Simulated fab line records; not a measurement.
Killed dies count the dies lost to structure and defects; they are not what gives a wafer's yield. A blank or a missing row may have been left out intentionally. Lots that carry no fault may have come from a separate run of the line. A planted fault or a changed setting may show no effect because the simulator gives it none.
Chamber matching :: flow n5-finfet :: rie-si-03 running N5_SDB_CUT_ETCH_26: 4 sister chambers
The step etches Si in HBr/Cl2/O2, target depth 129.6 nm, bt time 20 s, time 51.8 s. 4 wafers are shown with their chamber, then 10 later ones without.

## WAFERS, EACH WITH ITS CHAMBER
wafer: L084.2
chamber: 3
throttle-valve-pct (%): 37.7

wafer: L085.5
chamber: 0
throttle-valve-pct (%): 36.9

wafer: L086.2
chamber: 2
throttle-valve-pct (%): 37.7

wafer: L086.3
chamber: 1
throttle-valve-pct (%): 37.8

## WAFERS WHOSE CHAMBER IS MISSING
wafer: L086.6
throttle-valve-pct (%): 37.8

wafer: L088.1
throttle-valve-pct (%): 37.8

wafer: L088.2
throttle-valve-pct (%): 37.7

wafer: L088.3
throttle-valve-pct (%): 37.7

wafer: L091.1
throttle-valve-pct (%): 37.7

wafer: L091.4
throttle-valve-pct (%): 37.8

wafer: L091.5
throttle-valve-pct (%): 37.8

wafer: L096.1
throttle-valve-pct (%): 37.9

wafer: L096.3
throttle-valve-pct (%): 37.7

wafer: L096.5
throttle-valve-pct (%): 37.7

## WHICH CHAMBER EACH WENT THROUGH
wafer: L086.6
from the rows above: 1
in truth: 1

wafer: L088.1
from the rows above: 1
in truth: 1

wafer: L088.2
from the rows above: can't be placed: 2 or 3
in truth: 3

wafer: L088.3
from the rows above: can't be placed: 2 or 3
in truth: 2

wafer: L091.1
from the rows above: can't be placed: 2 or 3
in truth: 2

wafer: L091.4
from the rows above: 1
in truth: 1

wafer: L091.5
from the rows above: 1
in truth: 1

wafer: L096.1
from the rows above: 1
in truth: 1

wafer: L096.3
from the rows above: can't be placed: 2 or 3
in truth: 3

wafer: L096.5
from the rows above: can't be placed: 2 or 3
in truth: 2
Correctly placed: 5 of 10. From these rows, 5 cannot be placed; in 5 the true chamber is one of the candidates. Wrongly placed: 0.
How it was worked out, from the rows above alone: a wafer's distance from a chamber is the root of the sum, over the readings, of the square of ((its reading less the chamber's mean) divided by the reading's scatter). If the next closest chamber is less than 2 further off than the closest, the wafer can't be placed; otherwise it belongs to the closest. The mean given for a chamber averages the wafers shown for that chamber. The scatter: root of mean squared gap, hidden wafer to nearest shown wafer, with one shown wafer a chamber.
